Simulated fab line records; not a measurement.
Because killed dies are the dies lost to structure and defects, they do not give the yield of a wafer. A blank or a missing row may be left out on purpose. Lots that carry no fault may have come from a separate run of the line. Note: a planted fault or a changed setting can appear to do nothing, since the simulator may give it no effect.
Matching of chambers / flow n5_finfet / N5_BEOL_M5_CURE_79 on uv_cure-01: 3 sister chambers
The step cures SiCOH lowk, time 240 s. 3 wafers are shown with their chamber, then 10 later ones without.

## WAFERS, EACH WITH ITS CHAMBER
wafer=L081.6; chamber=2; lamp_power_pct (%)=52.34
wafer=L088.6; chamber=1; lamp_power_pct (%)=52.32
wafer=L090.3; chamber=0; lamp_power_pct (%)=52.34

## WAFERS WITHOUT THEIR CHAMBER
wafer=L090.4; lamp_power_pct (%)=52.37
wafer=L093.1; lamp_power_pct (%)=52.26
wafer=L093.3; lamp_power_pct (%)=52.29
wafer=L093.4; lamp_power_pct (%)=52.22
wafer=L094.1; lamp_power_pct (%)=52.21
wafer=L094.3; lamp_power_pct (%)=52.36
wafer=L094.4; lamp_power_pct (%)=52.33
wafer=L097.2; lamp_power_pct (%)=52.31
wafer=L097.4; lamp_power_pct (%)=52.29
wafer=L097.5; lamp_power_pct (%)=52.35

## CHAMBER TAKEN BY EACH
wafer=L090.4; from the rows above=can't be placed: 0 or 2 or 1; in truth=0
wafer=L093.1; from the rows above=can't be placed: 1 or 0 or 2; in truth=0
wafer=L093.3; from the rows above=can't be placed: 1 or 0 or 2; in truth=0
wafer=L093.4; from the rows above=can't be placed: 1 or 0 or 2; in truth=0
wafer=L094.1; from the rows above=can't be placed: 1 or 0 or 2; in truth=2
wafer=L094.3; from the rows above=can't be placed: 0 or 2 or 1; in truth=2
wafer=L094.4; from the rows above=can't be placed: 1 or 0 or 2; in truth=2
wafer=L097.2; from the rows above=can't be placed: 1 or 0 or 2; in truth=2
wafer=L097.4; from the rows above=can't be placed: 1 or 0 or 2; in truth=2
wafer=L097.5; from the rows above=can't be placed: 0 or 2 or 1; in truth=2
Placed correctly: 0 of 10. Unplaceable from these rows: 10, with the true chamber sitting among the candidates in 10. 0 placed wrongly.
How it was worked out, from the rows above alone: a wafer's distance from a chamber is the root of the sum, over the readings, of the square of ((its reading less the chamber's mean) divided by the reading's scatter). The wafer belongs to the nearest chamber; if the next one is less than 2 further off, it can't be placed. For every chamber, the mean is computed from those of its wafers that are shown. The scatter (one wafer shown for each chamber): square how far every hidden wafer sits from the nearest shown wafer, average those squares and take the square root.
